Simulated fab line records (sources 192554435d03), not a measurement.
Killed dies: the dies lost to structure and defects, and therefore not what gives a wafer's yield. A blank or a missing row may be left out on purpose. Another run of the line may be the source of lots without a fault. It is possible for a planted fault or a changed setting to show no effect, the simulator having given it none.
fab line records ; flow n5-finfet
record: lots: 5; wafers: 15; last-day: 15
route steps=1938 shown BEOL_M4@1099 BEOL_M5@1112 BEOL_M7@1324 PASSIVATION@1936
lots that met no fault: from a run of the same line without faults
start-h: the number of hours between the record's first day and the start of the first shown wafer of the lot ; wait-h: hours elapsed since this lot's preceding step ; " repeats the value in the row above ; L1.1+2: a row that stands for several wafers ; - no value, or no start given ; * or withheld: withheld ; < > ~ a bound
route shown NAME@n: NAME is a module with steps in the file, n the number in the route of the first one ; usual: mean/standard deviation of fault-free wafers ; same: alike in all rows ; chamber/n: place in a boat ; sites: per-site readings ; _std_site: their standard deviation ; _edge_site: the outer-site mean with the inner-site mean subtracted ; radius-mm: how far each site lies from the wafer's centre ; mask NAME#n: copy n ; behind: the most recent tool/chamber to have shaped the wafer ; hold: what put the lot on hold/how long, in hours/how the hold closed ; device: whichever transistor did not switch (one of n, p or np) ; end of line: at the end of the route, the tests of the same wafers ; a step without rows: its recipe alone ; killed: count of dies lost to structure and defects at first sort (not the wafer's yield) ; map: dies across one wafer; x = killed, . = not, _ = none there
set.NAME: the setting as run; set.NAME@STEP: as run at that earlier step ; model.NAME: the simulator's own value behind a step, which no gauge read
certain route steps with their lots: each step a table, each wafer a row
services: the hour from which a tool's chamber was out of use, counted from the record's first day as start-h (under 0 if before that day), plus the number of hours and why
== steps ==
step: N5_BEOL_M4_ANNEAL_95
recipe: temp-c: 400; time-s: 240; ambient: vacuum
step: N5_BEOL_M4_SPUTTER_96
recipe: material: Cu; target-thk-a: 45; temp-c: -20; chamber-pressure-pa: 0.07; power-w: withheld; time-s: 8.29
step: N5_BEOL_M4_ECD_50
recipe: material: Cu; target-thk-a: 3000
step: N5_BEOL_M4_ANNEAL_51
recipe: temp-c: 225; time-s: 90; ambient: N2
step: N5_BEOL_M4_CMP_52
recipe: stop-on: SiOC; t-overpolish-s: 6.8; down-force-psi: 1; platen-rpm: 50; clearing-platen-down-force-psi: 1.5; clearing-platen-rpm: 50; post-cmp-clean: cu-alkaline; target-thk-nm: 40; clearing-platen-pad-velocity-m-s: 0.99484; pad-velocity-m-s: 0.99484
step: N5_BEOL_M4_PRE_CLEAN_60
recipe: gas: NH3/H2; time-s: 15; temp-c: *; rf-power-w: 300
step: N5_BEOL_M4_CO_CAP_55
recipe: material: Co; target-thk-a: 20; temp-c: 200; precursor: CCTBA/H2; pressure-torr: 30; time-s: 102.1
step: N5_BEOL_M4_PRE_CLEAN_56
recipe: gas: NH3; time-s: 15; temp-c: withheld; rf-power-w: 300
step: N5_BEOL_M4_DEP_57
recipe: material: SiCN; target-thk-a: 80; temp-c: withheld; precursor: 3MS/NH3; pressure-torr: 3; rf-w: 202; time-s: 14
step: N5_BEOL_M4_RC_MEAS_101
usual: DIBL_N: 37.1/1.9; DIBL_P: 37.2/2.3; IOFF_N: 0.18/0.04; IOFF_P: 0.23/0.044; ION_N: 682/11; ION_P: 468/8.6; SS_N: 71.9/0.68; SS_P: 73.5/0.74; VT_N: 248/3.4; VT_P: -248/3.4
lot.wafer;tool;chamber;start-h;wait-h;DIBL_N[mV/V];DIBL_P[mV/V];IOFF_N[nA/um];IOFF_P[nA/um];ION_N[uA/um];ION_P[uA/um];SS_N[mV/dec];SS_P[mV/dec];VT_N[mV];VT_P[mV]
L678.4;prober-02;0;191.53;0.7;36.1;37.4;0.18;0.25;680;470;71.8;73.8;249;-248
L678.5;prober-02;0;191.53;0.7;34.6;35.3;0.14;0.21;666;466;71.7;73.4;253;-247
L678.6;prober-02;0;191.53;0.7;36.5;38.6;0.18;0.27;684;478;71.5;73.8;249;-245
L683.1;prober-02;0;198.26;0.0;36.9;37.4;0.17;0.21;677;462;71.9;72.9;250;-248
L683.5;prober-02;0;198.26;0.0;35.7;36.3;0.14;0.19;667;452;71.3;73.4;251;-253
L683.6;prober-02;0;198.26;0.0;33.2;32.4;0.12;0.15;662;459;71.3;71.3;254;-254
L682.1;prober-01;0;200.51;0.0;35.0;35.1;0.14;0.20;666;453;71.5;72.3;256;-250
L682.4;prober-01;0;200.51;0.0;36.8;36.6;0.17;0.23;677;464;72.4;73.8;251;-248
L682.5;prober-01;0;200.51;0.0;36.2;35.0;0.15;0.20;667;455;72.0;73.5;255;-249
L686.2;prober-01;0;226.36;0.2;34.4;36.7;0.15;0.18;683;470;71.2;73.1;252;-253
L686.3;prober-01;0;226.36;0.2;35.2;36.9;0.14;0.18;675;462;71.4;72.7;253;-254
L686.4;prober-01;0;226.36;0.2;35.6;38.5;0.16;0.20;686;469;71.0;74.2;249;-252
L691.2;prober-02;0;256.16;0.2;35.9;36.6;0.15;0.20;682;468;70.9;73.3;251;-251
L691.4;prober-02;0;256.16;0.2;37.5;39.0;0.18;0.24;694;475;72.1;73.2;249;-249
L691.6;prober-02;0;256.16;0.2;33.6;33.8;0.12;0.17;685;468;70.6;72.1;252;-251
step: N5_BEOL_M5_ILD_DEP_00
recipe: material: SiCOH_lowk; target-thk-a: 1406.4; temp-c: 300; precursor: DEMS/porogen; pressure-torr: 5; rf-w: 500; time-s: 25.9
step: N5_BEOL_M5_CURE_79
recipe: temp-c: 385; time-s: 240; ambient: He/Ar; material: SiCOH_lowk
step: N5_BEOL_M5_PECVD_70
recipe: material: SiO2; target-thk-a: 160; temp-c: 400; precursor: TEOS/O2; pressure-torr: 5.5; rf-w: 450; teos-flow-sccm: 53.8; gas: O2; flow-sccm: 3000; time-s: 18
step: N5_BEOL_M5_HM_DEP_02
recipe: material: TiN; target-thk-a: 200; temp-c: 25; chamber-pressure-pa: 0.49996
step: N5_BEOL_M5_COAT_59
recipe: resist: SOC; temp-c: 250; time-s: 60; spin-rpm: 1500; resist-thk-nm: 60
step: N5_BEOL_M5_COAT_60
recipe: resist: SiARC; temp-c: 220; time-s: 60; spin-rpm: 1500; resist-thk-nm: 12
step: N5_BEOL_M5_COAT_71
recipe: resist: underlayer; temp-c: 205; time-s: 60; spin-rpm: 1500; resist-thk-nm: 5
step: N5_BEOL_M5_COAT_05
recipe: resist: CAR-EUV; spin-rpm: 1500; resist-thk-nm: 30
step: N5_BEOL_M5_EBR_07
recipe: solvent: PGMEA; ebr-width-mm: 1.5
step: N5_BEOL_M5_SOFTBAKE_06
recipe: temp-c: 110; time-s: 60; resist: CAR-EUV
step: N5_BEOL_M5_EXPOSE_08
recipe: mask-id: M5; na: 0.33; source-shape: annular; sigma-inner: 0.4; sigma-outer: 0.8; polarization: unpolarized; target-cd-nm: 28; dose-mj: 35.75
step: N5_BEOL_M5_PEB_09
recipe: peb-temp-c: 100; peb-time-s: 60; resist: CAR-EUV
step: N5_BEOL_M5_DEVELOP_10
recipe: develop-time-s: 30; developer: TMAH; resist: CAR-EUV; rinse-liquid: surfactant-rinse; dry: air-spin; dev-temp-c: 23
step: N5_BEOL_M5_DESCUM_16
recipe: chemistry: O2; time-s: 7; source-power-w: 50; bias-power-w: 20; pressure-mtorr: 20; rf-frequency-hz: 2.712e+07; temp-c: 40; resist: CAR-EUV; o2-flow-sccm: 225
step: N5_BEOL_M5_ETCH_72
recipe: chemistry: N2/H2; target: underlayer; target-depth-a: 65; mask-material: CAR-EUV; time-s: 5.2; ion-energy-ev: 200; pressure-mtorr: 30; source-w: 840; bias-w: 150; n2-flow-sccm: 200; h2-flow-sccm: 200; ends: cleared
step: N5_BEOL_M5_ETCH_61
recipe: chemistry: CF4; target: SiARC; target-depth-a: 156; mask-material: CAR-EUV; time-s: 26; ion-energy-ev: 80; pressure-mtorr: 40; source-w: 545; bias-w: 36; Ar_flow_sccm: 100; cf4-flow-sccm: 100; ends: cleared
step: N5_BEOL_M5_ETCH_62
recipe: chemistry: N2/H2; target: SOC; target-depth-a: 750; overetch-a: 150; mask-material: SiARC; temp-c: 40; time-s: 112.5; ion-energy-ev: 200; pressure-mtorr: 30; source-w: 840; bias-w: 150; n2-flow-sccm: 200; h2-flow-sccm: 200
step: N5_BEOL_M5_STRIP_63
recipe: chemistry: N2/H2; temp-c: 40; n2-flow-sccm: 200; h2-flow-sccm: 200; rf-frequency-hz: 6e+07
step: N5_BEOL_M5_STRIP_73
recipe: chemistry: N2/H2; temp-c: 40; n2-flow-sccm: 200; h2-flow-sccm: 200; rf-frequency-hz: 6e+07
step: N5_BEOL_M5_STRIP_64
recipe: chemistry: CF4; resist: SiARC; power-w: 300; bias-power-w: 75; pressure-mtorr: 50; cf4-flow-sccm: 150; rf-frequency-hz: 6e+07
step: N5_BEOL_M5_HM_OPEN_17
recipe: chemistry: Cl2/BCl3; target-depth-a: 200; overetch-a: 60; target: TiN; mask-material: SOC; ion-energy-ev: 150; pressure-mtorr: 10; icp-w: 1000; bias-w: 126; Cl2_flow_sccm: 53.25; bcl3-flow-sccm: 21.75; Ar_flow_sccm: 25
step: N5_BEOL_M5_STRIP_19
recipe: chemistry: O2; power-w: 400; temp-c: 40; pressure-mtorr: 30; rf-frequency-hz: 6e+07; bias-power-w: 0; overash-fraction: 0.2; o2-flow-sccm: 225
step: N5_BEOL_M5_COAT_65
recipe: resist: SOC; temp-c: 250; time-s: 60; spin-rpm: 1500; resist-thk-nm: 60
step: N5_BEOL_M5_COAT_66
recipe: resist: SiARC; temp-c: 220; time-s: 60; spin-rpm: 1500; resist-thk-nm: 12
step: N5_BEOL_M7_ECD_50
recipe: material: Cu; target-thk-a: 3000
lot.wafer;tool;chamber;start-h;wait-h
L678.4+5+6;ecd-cu-02;1,0,1;220.69;0.1
L683.1+5+6;ecd-cu-02;1,1,0;229.40;0.1
L682.1+4+5;ecd-cu-01;1;230.53;0.1
L686.2+3+4;ecd-cu-02;1,1,0;254.75;0.1
L691.2+4+6;ecd-cu-02;1,0,1;283.02;0.1
step: N5_BEOL_M7_CMP_52
recipe: stop-on: SiCOH_lowk; t-overpolish-s: 6.9; down-force-psi: 1; platen-rpm: 50; clearing-platen-down-force-psi: 1.5; clearing-platen-rpm: 50; post-cmp-clean: cu-alkaline; target-thk-nm: 80; clearing-platen-pad-velocity-m-s: 0.99484; pad-velocity-m-s: 0.99484
usual: head-pressure-psi: 1.0003/0.0023; motor-current-A: 6.1/0.64; time-to-endpoint-s: 62/3
lot.wafer;tool;chamber;start-h;wait-h;head-pressure-psi;motor-current-A;time-to-endpoint-s
L678.4;cmp-01;2;221.36;0.2;1.0003;7.4;0
L678.6;cmp-01;1;221.36;0.2;0.9977;5.8;1
L678.5;cmp-01;2;221.36;0.2;1.0016;7.5;0
L683.1;cmp-01;1;229.86;0.3;1.0027;6.0;3
L683.6;cmp-01;3;229.86;0.3;0.9996;4.8;3
L683.5;cmp-01;0;229.86;0.3;1.0039;5.4;5
L682.1;cmp-03;3;231.49;0.3;1.0003;6.9;5
L682.4;cmp-03;1;231.49;0.3;0.9978;6.6;3
L682.5;cmp-03;3;231.49;0.3;0.9980;6.5;4
L686.4;cmp-03;0;255.17;0.1;0.9996;5.3;61
L686.3;cmp-03;1;255.17;0.1;0.9954;6.0;63
L686.2;cmp-03;2;255.17;0.1;0.9987;6.2;60
L691.4;cmp-02;3;283.67;0.1;1.0016;6.0;58
L691.2;cmp-02;2;283.67;0.1;0.9985;5.5;56
L691.6;cmp-02;3;283.67;0.1;0.9950;6.1;61
step: N5_PASSIVATION_PROBE_49
usual: defect-limited-yield: 91.5/1.4; killed_at_M0_to_M3: 32/9.7; killed_at_M4_up: 14/5.3; killed-at-contacts: 11/6; killed-at-front-end: 39/14; killed-at-other: 3.3/2.7; killed-dies: 100/17; killed-on-rim: 14/4; killed-open: 66/13; killed-short: 32/7.4; sort_bin_5_function: 4.9/0.9; sort_bin_6_memory: 3.2/0.72; sort-n-pass: 1080/17; sort-yield-pct: 91.5/1.4
same: gross-dies: 1180; killed-at-back-side: 0; sort_bin_4_leakage[%]: 0; sort_bin_8_speed[%]: 0
lot.wafer;tool;chamber;start-h;wait-h;defect-limited-yield[%];killed_at_M0_to_M3;killed_at_M4_up;killed-at-contacts;killed-at-front-end;killed-at-other;killed-dies;killed-on-rim;killed-open;killed-short;sort_bin_5_function[%];sort_bin_6_memory[%];sort-n-pass;sort-yield-pct[%]
L678.4;prober-02;-;300.43;0.2;0;43;1093;19;24;1;1180;152;68;31;97.3;2.6;0;0
L678.5;prober-02;-;300.48;0.2;0;40;1099;16;23;2;1180;152;66;27;97.3;2.4;0;0
L678.6;prober-02;-;300.53;0.3;0;40;1099;12;26;3;1180;152;59;25;96.9;2.9;0;0
L682.1;prober-02;-;305.13;0.0;0;33;1114;10;17;6;1180;152;50;32;96.4;3.5;0;0
L682.4;prober-02;-;305.28;0.2;0;31;1106;13;20;10;1180;152;59;28;96.8;2.8;0;0
L682.5;prober-02;-;305.33;0.2;0;39;1113;7;21;0;1180;152;62;26;97.0;2.6;0;0
L683.1;prober-01;-;307.79;0.0;0;29;1112;5;31;3;1180;152;63;28;96.4;3.2;0;0
L683.5;prober-01;-;307.99;0.2;0;15;1119;8;38;0;1180;152;57;35;95.9;3.6;0;0
L683.6;prober-01;-;308.04;0.3;0;26;1096;11;44;3;1180;152;75;34;95.9;3.7;0;0
L691.2;prober-02;-;355.61;0.1;91.7;32;10;20;36;0;98;16;66;31;5.1;3.1;1082;91.7
L691.4;prober-02;-;355.71;0.2;91.3;30;8;13;49;3;103;14;64;39;4.1;4.4;1077;91.3
L691.6;prober-02;-;355.81;0.3;92.3;28;9;15;37;2;91;10;68;21;5.0;2.4;1089;92.3
killed by level:class
L678.4 BEOL_M7:area-ecd=1081 MOL_CONTACT_COAG:geometric-particle:open=12 BEOL_M3:geometric-particle:open=11 BEOL_M0_SAQP:geometric-particle:short=8 MOL_CONTACT_COAG:geometric-particle:short=7 BEOL_M2:geometric-particle:open=7 BEOL_M0_SAQP:geometric-particle:open=5 BEOL_M1:geometric-particle:open=5
L678.5 BEOL_M7:area-ecd=1087 MOL_CONTACT_COAG:geometric-particle:open=14 BEOL_M0_SAQP:geometric-particle:short=9 STI_FIN_REVEAL:geometric-particle:open=7 BEOL_M0_SAQP:geometric-particle:open=7 BEOL_M3:geometric-particle:open=7 BEOL_M0:geometric-particle:open=5 BEOL_M1:geometric-particle:open=4
L678.6 BEOL_M7:area-ecd=1096 STI_FIN_REVEAL:geometric-particle:open=10 MOL_CONTACT_COAG:geometric-particle:open=10 BEOL_M1:geometric-particle:open=8 BEOL_M0:geometric-particle:open=8 BEOL_M0_SAQP:geometric-particle:short=7 BEOL_M0_SAQP:geometric-particle:open=7 BEOL_M2:geometric-particle:open=4
L682.1 BEOL_M7:area-ecd=1095 BEOL_M4:geometric-particle:open=10 MOL_CONTACT_COAG:geometric-particle:open=9 BEOL_M3:geometric-particle:short=6 BEOL_M0_SAQP:geometric-particle:short=5 BEOL_M1:geometric-particle:open=5 BEOL_M3:geometric-particle:open=5 STI_FIN_REVEAL:geometric-particle:open=4
L682.4 BEOL_M7:area-ecd=1092 MOL_CONTACT_COAG:geometric-particle:open=9 STI_FIN_REVEAL:geometric-particle:open=7 BEOL_M0:geometric-particle:open=6 BEOL_M3:geometric-particle:open=6 BEOL_M4:geometric-particle:open=6 BEOL_M1:geometric-particle:open=5 BEOL_M2:geometric-particle:short=5
L682.5 BEOL_M7:area-ecd=1091 BEOL_M1:geometric-particle:open=11 STI_FIN_REVEAL:geometric-particle:open=10 BEOL_M0_SAQP:geometric-particle:short=8 BEOL_M4:geometric-particle:open=7 MOL_CONTACT_COAG:geometric-particle:open=6 BEOL_M0:geometric-particle:open=6 BEOL_M2:geometric-particle:open=6
L683.1 BEOL_M7:area-ecd=1087 BEOL_M4:geometric-particle:open=13 BEOL_M0_SAQP:geometric-particle:open=7 STI_FIN_REVEAL:geometric-particle:open=6 BEOL_M1:geometric-particle:open=6 FIN_SAQP:geometric-particle:short=5 MOL_CONTACT_COAG:geometric-particle:open=5 BEOL_M2:geometric-particle:open=5
L683.5 BEOL_M7:area-ecd=1087 BEOL_M4:geometric-particle:open=16 FIN_SAQP:geometric-particle:open=8 STI_FIN_REVEAL:geometric-particle:open=8 FIN_SAQP:geometric-particle:short=7 MOL_CONTACT_COAG:geometric-particle:open=6 BEOL_M4:geometric-particle:short=6 GATE_CUT:geometric-particle:short=5
L683.6 BEOL_M7:area-ecd=1071 BEOL_M4:geometric-particle:open=14 STI_FIN_REVEAL:geometric-particle:open=7 MOL_CONTACT_COAG:geometric-particle:open=7 BEOL_M1:geometric-particle:open=6 DUMMY_GATE:geometric-particle:open=5 ILD0:geometric-particle:open=5 GATE_CUT:geometric-particle:open=5
L691.2 MOL_CONTACT_COAG:geometric-particle:open=16 BEOL_M0_SAQP:geometric-particle:open=10 STI_FIN_REVEAL:geometric-particle:open=9 BEOL_M2:geometric-particle:open=9 BEOL_M0_SAQP:geometric-particle:short=7 STARTING-WAFER:geometric-particle:short=6 BEOL_M4:geometric-particle:open=6 FIN_SAQP:geometric-particle:short=4
L691.4 STI_FIN_REVEAL:geometric-particle:open=23 BEOL_M0_SAQP:geometric-particle:open=11 BEOL_M0_SAQP:geometric-particle:short=11 STI_FIN_REVEAL:geometric-particle:short=9 MOL_CONTACT_COAG:geometric-particle:open=8 MOL_CONTACT_COAG:geometric-particle:short=5 BEOL_M3:geometric-particle:open=4 FIN_SAQP:geometric-particle:open=3
L691.6 STI_FIN_REVEAL:geometric-particle:open=14 MOL_CONTACT_COAG:geometric-particle:open=14 BEOL_M0_SAQP:geometric-particle:open=11 FIN_SAQP:geometric-particle:open=6 BEOL_M0_SAQP:geometric-particle:short=6 BEOL_M4:geometric-particle:open=6 FIN_SAQP:geometric-particle:short=4 BEOL_M2:geometric-particle:open=4
map L678.4 (x killed, . not)
_________________xxxxxxxxxxxx________________
______________xxxxxxxxxxxxxxxxxx_____________
___________xxxxxxxxxxxxxxxxxxxxxxxx__________
__________xxxxxxxxxxxxxxxxxxxxxxxxxx_________
________xxxxxxxxxxxxxxxxxxxxxxxxxxxxxx_______
_______xxxxxxxxxxxxxxxxxxxxxxxxxxxxxxxx______
______xxxxxxxxxxxxxxxxxxxxxxxxxxxxxxxxxx_____
_____xxxxxxxxxxxxxxxxxxxxxxxxxxxxxxxxxxxx____
____xxxxxxxxxxxxxxxxxxxxxxxxxxxxxxxxxxxxxx___
___xxxxxxxxxxxxxxxxxxxxxxxxxxxxxxxxxxxxxxxx__
___xxxxxxxxxxxxxxxxxxxxxxxxxxxxxxxxxxxxxxxx__
__xxxxxxxxxxxxxxxxxxxxxxxxxxxxxxxxxxxxxxxxxx_
__xxxxxxxxxxxxxxxxxxxxxxxxxxxxxxxxxxxxxxxxxx_
_xxxxxxxxxxxxxxxxxxxxxxxxxxxxxxxxxxxxxxxxxxxx
_xxxxxxxxxxxxxxxxxxxxxxxxxxxxxxxxxxxxxxxxxxxx
_xxxxxxxxxxxxxxxxxxxxxxxxxxxxxxxxxxxxxxxxxxxx
_xxxxxxxxxxxxxxxxxxxxxxxxxxxxxxxxxxxxxxxxxxxx
_xxxxxxxxxxxxxxxxxxxxxxxxxxxxxxxxxxxxxxxxxxxx
_xxxxxxxxxxxxxxxxxxxxxxxxxxxxxxxxxxxxxxxxxxxx
_xxxxxxxxxxxxxxxxxxxxxxxxxxxxxxxxxxxxxxxxxxxx
_xxxxxxxxxxxxxxxxxxxxxxxxxxxxxxxxxxxxxxxxxxxx
__xxxxxxxxxxxxxxxxxxxxxxxxxxxxxxxxxxxxxxxxxx_
__xxxxxxxxxxxxxxxxxxxxxxxxxxxxxxxxxxxxxxxxxx_
___xxxxxxxxxxxxxxxxxxxxxxxxxxxxxxxxxxxxxxxx__
___xxxxxxxxxxxxxxxxxxxxxxxxxxxxxxxxxxxxxxxx__
____xxxxxxxxxxxxxxxxxxxxxxxxxxxxxxxxxxxxxx___
_____xxxxxxxxxxxxxxxxxxxxxxxxxxxxxxxxxxxx____
______xxxxxxxxxxxxxxxxxxxxxxxxxxxxxxxxxx_____
_______xxxxxxxxxxxxxxxxxxxxxxxxxxxxxxxx______
________xxxxxxxxxxxxxxxxxxxxxxxxxxxxxx_______
__________xxxxxxxxxxxxxxxxxxxxxxxxxx_________
___________xxxxxxxxxxxxxxxxxxxxxxxx__________
______________xxxxxxxxxxxxxxxxxx_____________
_________________xxxxxxxxxxxx________________
map L682.1 (x killed, . not)
_________________xxxxxxxxxxxx________________
______________xxxxxxxxxxxxxxxxxx_____________
___________xxxxxxxxxxxxxxxxxxxxxxxx__________
__________xxxxxxxxxxxxxxxxxxxxxxxxxx_________
________xxxxxxxxxxxxxxxxxxxxxxxxxxxxxx_______
_______xxxxxxxxxxxxxxxxxxxxxxxxxxxxxxxx______
______xxxxxxxxxxxxxxxxxxxxxxxxxxxxxxxxxx_____
_____xxxxxxxxxxxxxxxxxxxxxxxxxxxxxxxxxxxx____
____xxxxxxxxxxxxxxxxxxxxxxxxxxxxxxxxxxxxxx___
___xxxxxxxxxxxxxxxxxxxxxxxxxxxxxxxxxxxxxxxx__
___xxxxxxxxxxxxxxxxxxxxxxxxxxxxxxxxxxxxxxxx__
__xxxxxxxxxxxxxxxxxxxxxxxxxxxxxxxxxxxxxxxxxx_
__xxxxxxxxxxxxxxxxxxxxxxxxxxxxxxxxxxxxxxxxxx_
_xxxxxxxxxxxxxxxxxxxxxxxxxxxxxxxxxxxxxxxxxxxx
_xxxxxxxxxxxxxxxxxxxxxxxxxxxxxxxxxxxxxxxxxxxx
_xxxxxxxxxxxxxxxxxxxxxxxxxxxxxxxxxxxxxxxxxxxx
_xxxxxxxxxxxxxxxxxxxxxxxxxxxxxxxxxxxxxxxxxxxx
_xxxxxxxxxxxxxxxxxxxxxxxxxxxxxxxxxxxxxxxxxxxx
_xxxxxxxxxxxxxxxxxxxxxxxxxxxxxxxxxxxxxxxxxxxx
_xxxxxxxxxxxxxxxxxxxxxxxxxxxxxxxxxxxxxxxxxxxx
_xxxxxxxxxxxxxxxxxxxxxxxxxxxxxxxxxxxxxxxxxxxx
__xxxxxxxxxxxxxxxxxxxxxxxxxxxxxxxxxxxxxxxxxx_
__xxxxxxxxxxxxxxxxxxxxxxxxxxxxxxxxxxxxxxxxxx_
___xxxxxxxxxxxxxxxxxxxxxxxxxxxxxxxxxxxxxxxx__
___xxxxxxxxxxxxxxxxxxxxxxxxxxxxxxxxxxxxxxxx__
____xxxxxxxxxxxxxxxxxxxxxxxxxxxxxxxxxxxxxx___
_____xxxxxxxxxxxxxxxxxxxxxxxxxxxxxxxxxxxx____
______xxxxxxxxxxxxxxxxxxxxxxxxxxxxxxxxxx_____
_______xxxxxxxxxxxxxxxxxxxxxxxxxxxxxxxx______
________xxxxxxxxxxxxxxxxxxxxxxxxxxxxxx_______
__________xxxxxxxxxxxxxxxxxxxxxxxxxx_________
___________xxxxxxxxxxxxxxxxxxxxxxxx__________
______________xxxxxxxxxxxxxxxxxx_____________
_________________xxxxxxxxxxxx________________
== services ==
tool;chamber;start-h;hours;kind
cmp-02;-;210.96;1.2;repair
cmp-01;-;211.87;4.0;pm
cmp-01;-;215.87;-;consumable-replace:conditioner
cmp-01;-;215.87;-;consumable-replace:pad
cmp-02;-;256.81;4.4;pm
cmp-01;-;260.65;4.2;repair
cmp-03;-;269.63;1.2;repair
== key ==
first-sign: step: N5_BEOL_M7_CMP_52; reading: time-to-endpoint-s; direction: down; sigmas: 20; usual: *; struck: *
effect: step: N5_PASSIVATION_PROBE_49; reading: killed_at_M4_up; direction: up; sigmas: 99+; usual: 14; struck: 1106
more-kills-born-at: N5_BEOL_M7_ECD_50@ecd-cu-02: 6509; N5_BEOL_M7_ECD_50@ecd-cu-01: 3278
met-at N5_BEOL_M7_ECD_50
struck-wafers L678.4,L678.5,L678.6,L682.1,L682.4,L682.5,L683.1,L683.5,L683.6
later-rows-left-out L678.4,L678.5,L678.6,L682.1,L682.4,L682.5,L683.1,L683.5,L683.6
fault: kind: skipped-step-whole; tool: ecd-cu-01,ecd-cu-02; chamber: -; onset-h: 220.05; steps: N5_BEOL_M7_ECD_50; scope: struck-lots-only
later-rows-left-out: the simulator's readings of these wafers behind a module that went badly wrong aren't trusted and aren't shown, but for the sort
